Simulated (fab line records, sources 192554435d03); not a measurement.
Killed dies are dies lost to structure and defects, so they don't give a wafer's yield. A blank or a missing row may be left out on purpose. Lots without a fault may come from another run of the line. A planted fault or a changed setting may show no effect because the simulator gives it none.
fab line records | flow n5_finfet
record lots=4 wafers=12 last_day=17
route steps=1938 shown BEOL_M4@1049 PASSIVATION@1936
lots that met no fault: from a run of the same line without faults
start_h: hours from the record's first day to the start of the lot's first wafer shown | wait_h: hours since the lot's step before | " the same as in the row above | L1.1+2: a row that stands for several wafers | - no value, or no start given | * or withheld: withheld | < > ~ a bound
route shown NAME@n: a module of which the file shows steps, and the number in the route of the first | usual: mean/standard deviation of fault-free wafers | same: alike in all rows | chamber/n: place in a boat | sites: the reading at each site | _std_site: their standard deviation | _edge_site: outer sites' mean less inner sites' | radius_mm: how far each site lies from the wafer's centre | mask NAME#n: copy n | behind: the tool/chamber that last shaped the wafer | hold: why the lot was held/for how many hours/how that ended | device: the transistor (n, p or np) that didn't switch | end of line: the same wafers' tests at the end of the route | a step without rows: its recipe alone | killed: dies lost to structure and defects at the first sort, not the wafer's yield | map: a wafer's dies, x killed, . not, _ none there
set.NAME: the setting as run; set.NAME@STEP: as run at that earlier step | model.NAME: the simulator's own value behind a step, which no gauge read
lots at some steps of the route; a table a step, a row a wafer
services: from which hour (start_h, from the record's first day; less than 0 if before it) a tool's chamber was out of use, for how many hours, and why
## steps
# step N5_BEOL_M4_COAT_76
# recipe resist=underlayer temp_c=205 time_s=60 spin_rpm=1500 resist_thk_nm=5
# step N5_BEOL_M4_COAT_22
# recipe resist=CAR-EUV spin_rpm=1500 resist_thk_nm=30
# step N5_BEOL_M4_EBR_24
# recipe solvent=PGMEA ebr_width_mm=1.5
# step N5_BEOL_M4_SOFTBAKE_23
# recipe temp_c=110 time_s=60 resist=CAR-EUV
# step N5_BEOL_M4_EXPOSE_25
# recipe mask_id=V3 na=0.33 source_shape=quasar sigma_inner=0.2 sigma_outer=0.8 polarization=unpolarized defocus_nm=5 dose_mj=63
# step N5_BEOL_M4_PEB_26
# recipe peb_temp_c=100 peb_time_s=60 resist=CAR-EUV
# step N5_BEOL_M4_DEVELOP_27
# recipe develop_time_s=30 developer=TMAH resist=CAR-EUV rinse_liquid=surfactant_rinse dry=air_spin dev_temp_c=23
# step N5_BEOL_M4_DESCUM_33
# recipe chemistry=O2 time_s=7 source_power_w=50 bias_power_w=20 pressure_mtorr=20 rf_frequency_hz=2.712e+07 temp_c=40 resist=CAR-EUV o2_flow_sccm=225
# step N5_BEOL_M4_ETCH_77
# recipe chemistry=N2/H2 target=underlayer target_depth_a=65 mask_material=CAR-EUV time_s=5.2 ion_energy_ev=200 pressure_mtorr=30 source_w=840 bias_w=150 n2_flow_sccm=200 h2_flow_sccm=200 ends=cleared
# step N5_BEOL_M4_ETCH_69
# recipe chemistry=CF4 target=SiARC target_depth_a=156 mask_material=CAR-EUV time_s=26 ion_energy_ev=80 pressure_mtorr=40 source_w=545 bias_w=36 Ar_flow_sccm=100 cf4_flow_sccm=100 ends=cleared
# usual bias_w=36.02/0.095 cf4_flow_sccm=100.05/0.29 drypump_motor_current_A=5.9/0.42 etch_rf_on_time_s=26.4/0.89 oes_product_au=0.65/0.057 rf_vpp_V=184.0/0.94 showerhead_plenum_p_Torr=2.14/0.056 throttle_valve_pct=15.68/0.22
# columns lot.wafer tool chamber start_h wait_h bias_w cf4_flow_sccm drypump_motor_current_A etch_rf_on_time_s oes_product_au rf_hours_counter_h rf_vpp_V showerhead_plenum_p_Torr throttle_valve_pct model.CAR-EUV_of_BEOL_M4_COAT_22.thk_nm
L296.3 rie_diel-01 2 236.95 0.0 36.10 99.81 6.2 25.9 0.75 50 184.9 2.17 15.67 11
L296.4 " 1 " " 36.10 99.81 6.0 27.1 0.59 189 182.4 2.04 15.65 11.2
L296.5 " 0 " " 36.13 99.77 6.4 27.8 0.63 - 184.1 2.22 15.76 11.4
L299.1 rie_diel-06 1 248.49 0.0 - - - - - - - - - 20.6
L299.4 " 2 " " - - - - - - - - - 20.2
L299.5 " 1 " " - - - - - - - - - 20.6
L303.2 rie_diel-01 0 260.85 0.0 - - - - - - - - - 20.6
L303.3 " 2 " " - - - - - - - - - 20.2
L303.6 " 0 " " - - - - - - - - - 20.4
L308.3 rie_diel-03 0 311.99 0.0 36.03 99.83 6.1 25.3 0.59 218 183.5 2.12 16.02 11
L308.4 " 2 " " 36.04 100.30 5.4 27.1 0.58 224 185.1 2.11 15.53 11.4
L308.6 " 1 " " 35.99 100.05 5.5 26.1 0.66 - 185.0 2.16 15.88 11.2
# step N5_BEOL_M4_ALD_98
# recipe material=SiO2 target_thk_a=25 temp_c=100 ald_precursor_family=BDEAS ald_co_reactant=O2-plasma pulse_time_s=1 co_reactant_pulse_time_s=1 purge_time_s=2 co_reactant_purge_time_s=2 ald_cycles=17 pressure_torr=2
# step N5_BEOL_M4_ETCHBACK_99
# recipe chemistry=CHF3 target=SiO2 target_depth_a=50 time_s=10.4 source_w=215 bias_w=47 Ar_flow_sccm=200 CHF3_flow_sccm=12 ion_energy_ev=100 pressure_mtorr=30
# usual drypump_motor_current_A=5.9/0.42 oes_product_au=0.77/0.072 rf_vpp_V=239/6.2 showerhead_plenum_p_Torr=2.16/0.059 throttle_valve_pct=17.14/0.22
# columns lot.wafer tool chamber start_h wait_h drypump_motor_current_A oes_product_au rf_hours_counter_h rf_vpp_V showerhead_plenum_p_Torr throttle_valve_pct model.CAR-EUV_of_BEOL_M4_COAT_22.thk_nm
L296.3 rie_diel-06 3 238.40 0.8 5.3 0.80 58 242 2.21 17.22 10.4
L296.4 " 2 " " 5.4 0.72 - 233 2.12 17.02 10.6
L296.5 " 3 " " 5.3 0.80 - 242 2.21 17.19 10.6
L299.1 rie_diel-06 3 248.94 0.1 5.3 0.31 62 243 2.21 17.18 19.8
L299.4 " 0 " " 5.8 0.28 146 228 2.25 17.14 19.4
L299.5 " 1 " " 6.5 0.36 - 246 2.21 16.98 19.8
L303.2 rie_diel-01 1 262.36 1.4 5.9 0.26 200 242 2.06 17.20 19.8
L303.3 " 2 " " 6.2 0.32 60 241 2.19 17.17 19.6
L303.6 " 0 " " 6.4 0.28 - 243 2.22 17.13 19.8
L308.3 rie_diel-01 2 315.38 3.3 6.3 0.83 81 239 2.18 17.23 10.2
L308.4 " 3 " " 6.1 0.96 14 245 2.11 17.01 10.6
L308.6 " 3 " " 6.1 0.96 - 248 2.11 17.00 10.4
# step N5_BEOL_M4_ETCH_70
# recipe chemistry=N2/H2 target=SOC target_depth_a=800 overetch_a=240 mask_material=SiARC temp_c=40 time_s=130 ion_energy_ev=200 pressure_mtorr=30 source_w=840 bias_w=150 n2_flow_sccm=200 h2_flow_sccm=200
# usual bias_w=150.0/0.48 chamber_pressure_mTorr=30.000/0.03 drypump_motor_current_A=5.9/0.42 oes_product_au=0.57/0.049 rf_vpp_V=523.9/2 showerhead_plenum_p_Torr=2.54/0.074 throttle_valve_pct=17.81/0.2
# columns lot.wafer tool chamber start_h wait_h bias_w chamber_pressure_mTorr drypump_motor_current_A oes_product_au rf_hours_counter_h rf_vpp_V showerhead_plenum_p_Torr throttle_valve_pct
L296.3 rie_diel-06 3 238.44 0.0 150.5 30.019 5.3 0.61 58 524.3 2.57 17.72
L296.4 " 2 " " 150.5 30.036 5.3 0.53 - 522.0 2.52 17.81
L296.5 " 3 " " 150.2 29.976 5.3 0.61 - 525.2 2.57 17.71
L299.1 rie_diel-06 3 248.98 0.0 149.0 30.027 5.3 0.32 62 524.6 2.57 17.69
L299.4 " 0 " " 150.4 29.983 5.8 0.28 146 527.6 2.63 17.64
L299.5 " 1 " " 150.3 30.003 6.5 0.36 - 524.2 2.61 17.73
L303.2 rie_diel-01 1 262.39 0.0 150.4 30.064 6.0 0.26 200 521.0 2.39 17.60
L303.3 " 2 " " 149.7 30.029 6.3 0.31 60 525.6 2.58 17.82
L303.6 " 0 " " 149.7 30.039 6.4 0.28 - 525.4 2.63 17.93
L308.3 rie_diel-01 2 315.42 0.0 149.9 30.026 6.2 0.61 81 524.8 2.57 17.90
L308.4 " 3 " " 149.7 30.052 6.1 0.68 14 522.0 2.49 17.76
L308.6 " 3 " " 150.1 29.993 6.1 0.68 - 523.3 2.49 17.77
# step N5_BEOL_M4_STRIP_71
# recipe chemistry=N2/H2 temp_c=40 n2_flow_sccm=200 h2_flow_sccm=200 rf_frequency_hz=6e+07
# step N5_BEOL_M4_STRIP_78
# recipe chemistry=N2/H2 temp_c=40 n2_flow_sccm=200 h2_flow_sccm=200 rf_frequency_hz=6e+07
# step N5_BEOL_M4_VIA_ETCH_34
# recipe chemistry=C4F6/O2 target_depth_a=694 mask_material=SOC pressure_mtorr=15 ion_energy_ev=250 taper_deg=4 time_s=65.9 source_w=350 bias_w=170 Ar_flow_sccm=300 C4F6_flow_sccm=10 O2_flow_sccm=10
# usual C4F6_flow_sccm=10.00/0.031 O2_flow_sccm=9.995/0.03 drypump_motor_current_A=5.9/0.42 oes_product_au=0.76/0.072 rf_vpp_V=661/16 showerhead_plenum_p_Torr=2.85/0.074 throttle_valve_pct=30.80/0.3
# columns lot.wafer tool chamber start_h wait_h C4F6_flow_sccm O2_flow_sccm drypump_motor_current_A oes_product_au rf_hours_counter_h rf_vpp_V showerhead_plenum_p_Torr throttle_valve_pct
L296.3 rie_diel-06 3 238.54 0.0 10.00 9.956 5.3 0.81 58 667 2.92 31.09
L296.4 " 2 " " 9.93 9.998 5.4 0.71 - 643 2.80 30.37
L296.5 " 3 " " 10.00 10.010 5.3 0.81 - 669 2.92 31.07
L299.1 rie_diel-06 3 249.08 0.0 10.03 9.984 5.3 0.31 62 668 2.92 30.99
L299.4 " 0 " " 9.99 9.989 5.8 0.28 146 633 2.97 30.67
L299.5 " 1 " " 10.01 10.029 6.5 0.36 - 681 2.92 30.75
L303.2 rie_diel-01 1 262.50 0.0 10.05 9.981 5.9 0.27 200 669 2.73 30.64
L303.3 " 2 " " 9.96 9.975 6.2 0.32 60 663 2.89 30.86
L303.6 " 0 " " 10.02 9.975 6.5 0.29 - 670 2.93 30.73
L308.3 rie_diel-01 2 315.52 0.0 9.97 9.949 6.3 0.83 81 663 2.88 30.98
L308.4 " 3 " " 10.02 9.984 6.1 0.95 14 683 2.79 30.87
L308.6 " 3 " " 10.00 9.999 6.1 0.95 - 680 2.79 30.88
# step N5_BEOL_M4_STRIP_83
# recipe chemistry=C4F6/O2 resist=SiARC rf_frequency_hz=6e+07
# step N5_BEOL_M4_RC_MEAS_101
# usual DIBL_N=36.6/2.1 DIBL_P=36.5/2.7 IOFF_N=0.17/0.043 IOFF_P=0.22/0.045 ION_N=674/17 ION_P=461/9.9 SS_N=71.7/0.79 SS_P=73.4/0.79 VT_N=249/4 VT_P=-250/3.3
# columns lot.wafer tool chamber start_h wait_h DIBL_N[mV/V] DIBL_P[mV/V] IOFF_N[nA/um] IOFF_P[nA/um] ION_N[uA/um] ION_P[uA/um] SS_N[mV/dec] SS_P[mV/dec] VT_N[mV] VT_P[mV]
L296.3 prober-02 0 242.78 0.3 34.5 33.3 0.13 0.15 682 460 71.2 72.1 251 -257
L296.4 " 0 " " 40.6 41.9 0.25 0.26 683 460 73.0 74.9 245 -252
L296.5 " 0 " " 38.3 39.2 0.21 0.22 697 473 72.5 74.2 250 -251
L308.3 prober-02 0 320.61 0.3 38.0 35.6 0.18 0.20 674 451 72.4 73.7 249 -249
L308.4 " 0 " " 35.6 33.7 0.13 0.17 678 462 71.6 73.0 254 -253
L308.6 " 0 " " 36.6 31.5 0.16 0.15 646 442 73.1 72.5 257 -253
# step N5_PASSIVATION_PROBE_49
# usual defect_limited_yield=91.5/1.7 killed_at_M0_to_M3=33/11 killed_at_M4_up=13/5.2 killed_at_contacts=11/5.7 killed_at_front_end=39/11 killed_at_other=4/3 killed_dies=101/20 killed_on_rim=13/4.1 killed_open=66/15 killed_short=33/8.4 sort_bin_5_function=5.0/1.1 sort_bin_6_memory=3.2/0.69 sort_bin_8_speed=0.1/0.52 sort_n_pass=1078/20 sort_yield_pct=91.4/1.7
# same gross_dies=1180 killed_at_back_side=0 sort_bin_4_leakage[%]=0
# columns lot.wafer tool chamber start_h wait_h defect_limited_yield[%] killed_at_M0_to_M3 killed_at_M4_up killed_at_contacts killed_at_front_end killed_at_other killed_dies killed_on_rim killed_open killed_short sort_bin_5_function[%] sort_bin_6_memory[%] sort_bin_8_speed[%] sort_n_pass sort_yield_pct[%]
L296.3 prober-01 - 342.53 0.1 88.4 39 16 19 58 5 137 16 98 38 7.7 3.4 0 1043 88.4
L296.4 prober-01 - 342.58 0.2 91.0 29 18 7 52 0 106 11 77 28 5.7 3.3 0 1074 91.0
L296.5 prober-01 - 342.63 0.2 86.7 42 28 12 72 3 157 20 104 53 7.5 5.3 0 1023 86.7
L299.1 prober-01 - 354.10 0.0 0 52 1057 17 50 4 1180 152 95 38 95.3 4.5 0 0 0
L299.4 prober-01 - 354.25 0.2 0 48 1092 13 26 1 1180 152 64 34 96.5 3.4 0 0 0
L299.5 prober-01 - 354.30 0.2 0 40 1092 6 39 3 1180 152 68 33 97.5 2.4 0 0 0
L303.2 prober-01 - 378.59 0.1 0 31 1101 11 35 2 1180 152 62 29 96.9 3.0 0 0 0
L303.3 prober-01 - 378.64 0.1 0 22 1114 9 33 2 1180 152 51 32 96.9 2.8 0 0 0
L303.6 prober-01 - 378.79 0.3 0 32 1094 12 40 2 1180 152 62 35 97.1 2.6 0 0 0
L308.3 prober-02 - 419.49 0.1 87.8 62 29 7 44 2 144 23 105 38 8.4 3.6 0 1036 87.8
L308.4 prober-02 - 419.54 0.2 92.8 28 15 6 35 1 85 13 55 30 4.7 2.3 0 1095 92.8
L308.6 prober-02 - 419.64 0.3 90.6 33 13 17 44 4 111 18 71 38 5.9 3.3 0.8 1060 89.8
# killed by level:class
L296.3 STI_FIN_REVEAL:geometric_particle:open=31 MOL_CONTACT_COAG:geometric_particle:open=14 BEOL_M3:geometric_particle:open=12 BEOL_M2:geometric_particle:open=9 STI_FIN_REVEAL:geometric_particle:short=8 BEOL_M4:geometric_particle:open=8 FIN_SAQP:geometric_particle:short=6 BEOL_M3:geometric_particle:short=6
L296.4 STI_FIN_REVEAL:geometric_particle:open=19 BEOL_M3:geometric_particle:open=10 FIN_SAQP:geometric_particle:open=9 BEOL_M0_SAQP:geometric_particle:open=9 FIN_SAQP:geometric_particle:short=8 BEOL_M0_SAQP:geometric_particle:short=7 MOL_CONTACT_COAG:geometric_particle:open=5 BEOL_M4:geometric_particle:open=5
L296.5 STI_FIN_REVEAL:geometric_particle:open=29 BEOL_M4:geometric_particle:open=16 BEOL_M0_SAQP:geometric_particle:short=11 BEOL_M1:geometric_particle:open=11 GATE_CUT:geometric_particle:short=10 FIN_SAQP:geometric_particle:open=9 MOL_CONTACT_COAG:geometric_particle:open=9 FIN_SAQP:geometric_particle:short=8
L299.1 BEOL_M4:area_etch=1047 BEOL_M0_SAQP:geometric_particle:open=15 STI_FIN_REVEAL:geometric_particle:open=14 MOL_CONTACT_COAG:geometric_particle:open=13 FIN_SAQP:geometric_particle:short=9 BEOL_M2:geometric_particle:open=9 BEOL_M3:geometric_particle:open=9 GATE_CUT:geometric_particle:open=7
L299.4 BEOL_M4:area_etch=1081 MOL_CONTACT_COAG:geometric_particle:open=13 BEOL_M0_SAQP:geometric_particle:short=12 BEOL_M0_SAQP:geometric_particle:open=9 BEOL_M3:geometric_particle:open=8 BEOL_M4:geometric_particle:open=7 BEOL_M1:geometric_particle:open=6 BEOL_M2:geometric_particle:open=5
L299.5 BEOL_M4:area_etch=1079 BEOL_M3:geometric_particle:open=13 FIN_SAQP:geometric_particle:open=8 GATE_CUT:geometric_particle:open=6 MOL_CONTACT_COAG:geometric_particle:open=6 BEOL_M0_SAQP:geometric_particle:open=6 BEOL_M4:geometric_particle:open=6 BEOL_M2:geometric_particle:short=5
L303.2 BEOL_M4:area_etch=1089 FIN_SAQP:geometric_particle:short=11 BEOL_M2:geometric_particle:open=11 FIN_SAQP:geometric_particle:open=9 BEOL_M0_SAQP:geometric_particle:open=7 STI_FIN_REVEAL:geometric_particle:open=6 MOL_CONTACT_COAG:geometric_particle:open=6 MOL_CONTACT_COAG:geometric_particle:short=5
L303.3 BEOL_M4:area_etch=1096 FIN_SAQP:geometric_particle:short=9 FIN_SAQP:geometric_particle:open=9 BEOL_M2:geometric_particle:open=8 MOL_CONTACT_COAG:geometric_particle:open=7 BEOL_M4:geometric_particle:open=7 GATE_CUT:geometric_particle:short=4 BEOL_M0_SAQP:geometric_particle:open=4
L303.6 BEOL_M4:area_etch=1083 STI_FIN_REVEAL:geometric_particle:open=12 MOL_CONTACT_COAG:geometric_particle:open=10 FIN_SAQP:geometric_particle:short=8 BEOL_M0_SAQP:geometric_particle:short=7 BEOL_M3:geometric_particle:open=6 BEOL_M0_SAQP:geometric_particle:open=6 FIN_SAQP:geometric_particle:open=5
L308.3 BEOL_M2:geometric_particle:open=17 BEOL_M1:geometric_particle:open=13 BEOL_M4:geometric_particle:open=12 FIN_SAQP:geometric_particle:short=9 BEOL_M0_SAQP:geometric_particle:short=9 BEOL_M3:geometric_particle:open=9 STI_FIN_REVEAL:geometric_particle:open=8 MOL_CONTACT_COAG:geometric_particle:open=7
L308.4 FIN_SAQP:geometric_particle:short=9 BEOL_M0_SAQP:geometric_particle:open=8 FIN_SAQP:geometric_particle:open=7 STI_FIN_REVEAL:geometric_particle:open=6 BEOL_M0_SAQP:geometric_particle:short=6 BEOL_M2:geometric_particle:open=6 MOL_CONTACT_COAG:geometric_particle:open=5 BEOL_M1:geometric_particle:open=5
L308.6 FIN_SAQP:geometric_particle:open=13 MOL_CONTACT_COAG:geometric_particle:open=10 BEOL_M2:geometric_particle:open=8 STI_FIN_REVEAL:geometric_particle:open=7 BEOL_M1:geometric_particle:open=7 FIN_SAQP:geometric_particle:short=6 BEOL_M5:geometric_particle:open=6 DUMMY_GATE:geometric_particle:open=5
# map L299.1 (x killed, . not)
_________________xxxxxxxxxxxx________________
______________xxxxxxxxxxxxxxxxxx_____________
___________xxxxxxxxxxxxxxxxxxxxxxxx__________
__________xxxxxxxxxxxxxxxxxxxxxxxxxx_________
________xxxxxxxxxxxxxxxxxxxxxxxxxxxxxx_______
_______xxxxxxxxxxxxxxxxxxxxxxxxxxxxxxxx______
______xxxxxxxxxxxxxxxxxxxxxxxxxxxxxxxxxx_____
_____xxxxxxxxxxxxxxxxxxxxxxxxxxxxxxxxxxxx____
____xxxxxxxxxxxxxxxxxxxxxxxxxxxxxxxxxxxxxx___
___xxxxxxxxxxxxxxxxxxxxxxxxxxxxxxxxxxxxxxxx__
___xxxxxxxxxxxxxxxxxxxxxxxxxxxxxxxxxxxxxxxx__
__xxxxxxxxxxxxxxxxxxxxxxxxxxxxxxxxxxxxxxxxxx_
__xxxxxxxxxxxxxxxxxxxxxxxxxxxxxxxxxxxxxxxxxx_
_xxxxxxxxxxxxxxxxxxxxxxxxxxxxxxxxxxxxxxxxxxxx
_xxxxxxxxxxxxxxxxxxxxxxxxxxxxxxxxxxxxxxxxxxxx
_xxxxxxxxxxxxxxxxxxxxxxxxxxxxxxxxxxxxxxxxxxxx
_xxxxxxxxxxxxxxxxxxxxxxxxxxxxxxxxxxxxxxxxxxxx
_xxxxxxxxxxxxxxxxxxxxxxxxxxxxxxxxxxxxxxxxxxxx
_xxxxxxxxxxxxxxxxxxxxxxxxxxxxxxxxxxxxxxxxxxxx
_xxxxxxxxxxxxxxxxxxxxxxxxxxxxxxxxxxxxxxxxxxxx
_xxxxxxxxxxxxxxxxxxxxxxxxxxxxxxxxxxxxxxxxxxxx
__xxxxxxxxxxxxxxxxxxxxxxxxxxxxxxxxxxxxxxxxxx_
__xxxxxxxxxxxxxxxxxxxxxxxxxxxxxxxxxxxxxxxxxx_
___xxxxxxxxxxxxxxxxxxxxxxxxxxxxxxxxxxxxxxxx__
___xxxxxxxxxxxxxxxxxxxxxxxxxxxxxxxxxxxxxxxx__
____xxxxxxxxxxxxxxxxxxxxxxxxxxxxxxxxxxxxxx___
_____xxxxxxxxxxxxxxxxxxxxxxxxxxxxxxxxxxxx____
______xxxxxxxxxxxxxxxxxxxxxxxxxxxxxxxxxx_____
_______xxxxxxxxxxxxxxxxxxxxxxxxxxxxxxxx______
________xxxxxxxxxxxxxxxxxxxxxxxxxxxxxx_______
__________xxxxxxxxxxxxxxxxxxxxxxxxxx_________
___________xxxxxxxxxxxxxxxxxxxxxxxx__________
______________xxxxxxxxxxxxxxxxxx_____________
_________________xxxxxxxxxxxx________________
# map L303.2 (x killed, . not)
_________________xxxxxxxxxxxx________________
______________xxxxxxxxxxxxxxxxxx_____________
___________xxxxxxxxxxxxxxxxxxxxxxxx__________
__________xxxxxxxxxxxxxxxxxxxxxxxxxx_________
________xxxxxxxxxxxxxxxxxxxxxxxxxxxxxx_______
_______xxxxxxxxxxxxxxxxxxxxxxxxxxxxxxxx______
______xxxxxxxxxxxxxxxxxxxxxxxxxxxxxxxxxx_____
_____xxxxxxxxxxxxxxxxxxxxxxxxxxxxxxxxxxxx____
____xxxxxxxxxxxxxxxxxxxxxxxxxxxxxxxxxxxxxx___
___xxxxxxxxxxxxxxxxxxxxxxxxxxxxxxxxxxxxxxxx__
___xxxxxxxxxxxxxxxxxxxxxxxxxxxxxxxxxxxxxxxx__
__xxxxxxxxxxxxxxxxxxxxxxxxxxxxxxxxxxxxxxxxxx_
__xxxxxxxxxxxxxxxxxxxxxxxxxxxxxxxxxxxxxxxxxx_
_xxxxxxxxxxxxxxxxxxxxxxxxxxxxxxxxxxxxxxxxxxxx
_xxxxxxxxxxxxxxxxxxxxxxxxxxxxxxxxxxxxxxxxxxxx
_xxxxxxxxxxxxxxxxxxxxxxxxxxxxxxxxxxxxxxxxxxxx
_xxxxxxxxxxxxxxxxxxxxxxxxxxxxxxxxxxxxxxxxxxxx
_xxxxxxxxxxxxxxxxxxxxxxxxxxxxxxxxxxxxxxxxxxxx
_xxxxxxxxxxxxxxxxxxxxxxxxxxxxxxxxxxxxxxxxxxxx
_xxxxxxxxxxxxxxxxxxxxxxxxxxxxxxxxxxxxxxxxxxxx
_xxxxxxxxxxxxxxxxxxxxxxxxxxxxxxxxxxxxxxxxxxxx
__xxxxxxxxxxxxxxxxxxxxxxxxxxxxxxxxxxxxxxxxxx_
__xxxxxxxxxxxxxxxxxxxxxxxxxxxxxxxxxxxxxxxxxx_
___xxxxxxxxxxxxxxxxxxxxxxxxxxxxxxxxxxxxxxxx__
___xxxxxxxxxxxxxxxxxxxxxxxxxxxxxxxxxxxxxxxx__
____xxxxxxxxxxxxxxxxxxxxxxxxxxxxxxxxxxxxxx___
_____xxxxxxxxxxxxxxxxxxxxxxxxxxxxxxxxxxxx____
______xxxxxxxxxxxxxxxxxxxxxxxxxxxxxxxxxx_____
_______xxxxxxxxxxxxxxxxxxxxxxxxxxxxxxxx______
________xxxxxxxxxxxxxxxxxxxxxxxxxxxxxx_______
__________xxxxxxxxxxxxxxxxxxxxxxxxxx_________
___________xxxxxxxxxxxxxxxxxxxxxxxx__________
______________xxxxxxxxxxxxxxxxxx_____________
_________________xxxxxxxxxxxx________________
## services
# columns tool chamber start_h hours kind
rie_diel-06 1 220.53 - clean
rie_diel-06 1 220.53 - consumable_replace:focus_ring
rie_diel-06 1 220.53 20.2 scheduled_down
rie_diel-06 1 220.53 20.2 vent_cycle
rie_diel-03 - 222.26 2.8 pm
rie_diel-01 3 255.63 - clean
rie_diel-01 3 255.63 - consumable_replace:focus_ring
rie_diel-01 3 255.63 20.5 scheduled_down
rie_diel-01 3 255.63 20.5 vent_cycle
rie_diel-06 3 307.81 6.7 repair
## key
first_sign step=N5_BEOL_M4_ETCH_69 reading=tool_record direction=missing
effect step=N5_BEOL_M4_ETCHBACK_99 reading=oes_product_au direction=down sigmas=6.5 usual=0.77 struck=0.30
effect step=N5_BEOL_M4_ETCH_70 reading=oes_product_au direction=down sigmas=5.4 usual=0.57 struck=0.30
effect step=N5_BEOL_M4_VIA_ETCH_34 reading=oes_product_au direction=down sigmas=6.3 usual=0.76 struck=0.31
effect step=N5_PASSIVATION_PROBE_49 reading=killed_at_M4_up direction=up sigmas=99+ usual=13 struck=1092
model_effect step=N5_BEOL_M4_ETCH_69 value=CAR-EUV_of_BEOL_M4_COAT_22.thk_nm without=11.27 struck=20.43
model_effect step=N5_BEOL_M4_ETCHBACK_99 value=CAR-EUV_of_BEOL_M4_COAT_22.thk_nm without=10.5 struck=19.7
more_kills_born_at N5_BEOL_M4_ETCH_69@rie_diel-01=3265 N5_BEOL_M4_ETCH_69@rie_diel-06=3202
met_at N5_BEOL_M4_ETCH_69
struck_wafers L299.1,L299.4,L299.5,L303.2,L303.3,L303.6
later_rows_left_out L299.1,L299.4,L299.5,L303.2,L303.3,L303.6
onset_between 236.95 248.49
fault kind=skipped_step_whole tool=rie_diel-01,rie_diel-06 chamber=- onset_h=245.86 steps=N5_BEOL_M4_ETCH_69 scope=struck_lots_only
# later_rows_left_out: the simulator's readings of these wafers behind a module that went badly wrong aren't trusted and aren't shown, but for the sort
